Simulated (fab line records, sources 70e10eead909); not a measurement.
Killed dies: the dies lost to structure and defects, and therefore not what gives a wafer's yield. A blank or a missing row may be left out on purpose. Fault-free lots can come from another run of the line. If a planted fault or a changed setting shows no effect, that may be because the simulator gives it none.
Chamber matching	flow nand_harc	NHARC_A_STAIRCASE_ALD_420 on ald_hk-03: 4 sister chambers
The step deposits SiO2, target thk 20 nm, pulse time 6 s, ald cycles 200. 24 wafers are shown with their chamber, then 12 later ones without.

EACH WAFER AND ITS CHAMBER
wafer	chamber	heater_power_w (W)	precursor_pulse_height_rel
L075.2	1	503	1.030
L075.5	3	425	1.030
L075.6	2	471	0.997
L074.2	3	425	0.997
L074.3	2	474	0.990
L074.6	3	431	0.969
L077.2	2	494	1.015
L077.5	3	412	0.986
L077.6	0	490	1.033
L078.2	1	507	0.997
L078.5	0	485	1.015
L078.6	1	507	1.024
L080.1	0	482	1.011
L080.2	1	503	1.016
L080.6	0	491	0.966
L079.1	2	474	1.013
L079.5	3	425	1.025
L079.6	0	488	0.993
L082.1	0	484	0.984
L082.4	3	424	0.973
L082.5	2	490	1.006
L084.3	3	421	0.986
L084.5	2	460	0.992
L084.6	1	501	1.004

SIGNATURES (averages over the wafers above)
reading	chamber 0	chamber 1	chamber 2	chamber 3	scatter within a chamber
heater_power_w	486.67	504.20	477.17	423.29	7.4
precursor_pulse_height_rel	1.00033	1.01420	1.00217	0.99514	0.0196
Rule: for each reading, subtract the chamber's mean from the wafer's reading, divide by that reading's scatter and square the result; add these up over the readings and take the root, which gives the wafer's distance from the chamber. The wafer belongs to the nearest chamber; if the next one is less than 2 further off, it can't be placed. The scatter: take each reading less its chamber's mean, square it, sum over the shown wafers, divide by the number of wafers less the number of chambers, and take the root.

WAFERS WHOSE CHAMBER IS MISSING
wafer	heater_power_w (W)	precursor_pulse_height_rel
L086.1	519	1.012
L086.2	494	1.001
L086.6	487	1.005
L088.1	488	0.998
L088.2	483	1.017
L088.3	430	0.991
L089.1	496	0.958
L089.3	433	0.979
L089.5	483	1.032
L094.1	458	1.010
L094.3	439	1.000
L094.4	477	0.983

EACH ONE'S CHAMBER
wafer	from the rows above	in truth
L086.1	1	1
L086.2	can't be placed: 0 or 1 or 2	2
L086.6	can't be placed: 0 or 2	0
L088.1	can't be placed: 0 or 2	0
L088.2	can't be placed: 0 or 2 or 1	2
L088.3	3	3
L089.1	can't be placed: 0 or 1 or 2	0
L089.3	3	3
L089.5	can't be placed: 0 or 2 or 1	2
L094.1	can't be placed: 2 or 0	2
L094.3	3	3
L094.4	can't be placed: 2 or 0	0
Correctly placed: 4 of 12. These rows do not allow placing 8 (true chamber among the candidates in 8). 0 placed wrongly.
